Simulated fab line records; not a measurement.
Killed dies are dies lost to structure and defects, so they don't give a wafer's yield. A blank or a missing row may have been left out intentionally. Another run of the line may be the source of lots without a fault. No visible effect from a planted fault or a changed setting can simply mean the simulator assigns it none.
Matching of chambers :: flow nand-harc :: NHARC_P_BONDPAD_STRIP_15 on rie-diel-07: 4 sister chambers
The step strips in O2. 8 wafers are shown with their chamber, then 10 later ones without.

## WAFERS WITH THEIR CHAMBER
wafer: L078.3
chamber: 0
showerhead-plenum-p-Torr (Torr): 3.67
drypump-motor-current-A (A): 6.5

wafer: L079.5
chamber: 1
showerhead-plenum-p-Torr (Torr): 3.34
drypump-motor-current-A (A): 5.3

wafer: L080.6
chamber: 3
showerhead-plenum-p-Torr (Torr): 3.37
drypump-motor-current-A (A): 6.2

wafer: L080.1
chamber: 0
showerhead-plenum-p-Torr (Torr): 3.66
drypump-motor-current-A (A): 6.5

wafer: L080.4
chamber: 1
showerhead-plenum-p-Torr (Torr): 3.34
drypump-motor-current-A (A): 5.2

wafer: L080.5
chamber: 2
showerhead-plenum-p-Torr (Torr): 3.77
drypump-motor-current-A (A): 5.5

wafer: L084.2
chamber: 2
showerhead-plenum-p-Torr (Torr): 3.77
drypump-motor-current-A (A): 5.5

wafer: L084.5
chamber: 3
showerhead-plenum-p-Torr (Torr): 3.37
drypump-motor-current-A (A): 6.2

## WAFERS MISSING THEIR CHAMBER
wafer: L084.6
showerhead-plenum-p-Torr (Torr): 3.77
drypump-motor-current-A (A): 5.5

wafer: L089.1
showerhead-plenum-p-Torr (Torr): 3.66
drypump-motor-current-A (A): 6.5

wafer: L089.3
showerhead-plenum-p-Torr (Torr): 3.33
drypump-motor-current-A (A): 5.3

wafer: L089.5
showerhead-plenum-p-Torr (Torr): 3.33
drypump-motor-current-A (A): 5.3

wafer: L096.1
showerhead-plenum-p-Torr (Torr): 3.77
drypump-motor-current-A (A): 5.5

wafer: L096.2
showerhead-plenum-p-Torr (Torr): 3.33
drypump-motor-current-A (A): 5.3

wafer: L096.3
showerhead-plenum-p-Torr (Torr): 3.36
drypump-motor-current-A (A): 6.2

wafer: L097.1
showerhead-plenum-p-Torr (Torr): 3.33
drypump-motor-current-A (A): 5.3

wafer: L097.2
showerhead-plenum-p-Torr (Torr): 3.77
drypump-motor-current-A (A): 5.4

wafer: L097.3
showerhead-plenum-p-Torr (Torr): 3.36
drypump-motor-current-A (A): 6.2

## THE CHAMBER EACH PASSED THROUGH
wafer: L084.6
from the rows above: 2
in truth: 2

wafer: L089.1
from the rows above: 0
in truth: 0

wafer: L089.3
from the rows above: 1
in truth: 1

wafer: L089.5
from the rows above: 1
in truth: 1

wafer: L096.1
from the rows above: 2
in truth: 2

wafer: L096.2
from the rows above: 1
in truth: 1

wafer: L096.3
from the rows above: 3
in truth: 3

wafer: L097.1
from the rows above: 1
in truth: 1

wafer: L097.2
from the rows above: 2
in truth: 2

wafer: L097.3
from the rows above: 3
in truth: 3
Placed correctly: 10 of 10. From these rows, 0 cannot be placed. Wrongly placed: 0.
How it was worked out, from the rows above alone: a wafer's distance from a chamber is the root of the sum, over the readings, of the square of ((its reading less the chamber's mean) divided by the reading's scatter). If the next closest chamber is less than 2 further off than the closest, the wafer can't be placed; otherwise it belongs to the closest. A chamber's mean is the mean of its shown wafers. The scatter: take each reading less its chamber's mean, square it, sum over the shown wafers, divide by the number of wafers less the number of chambers, and take the root.
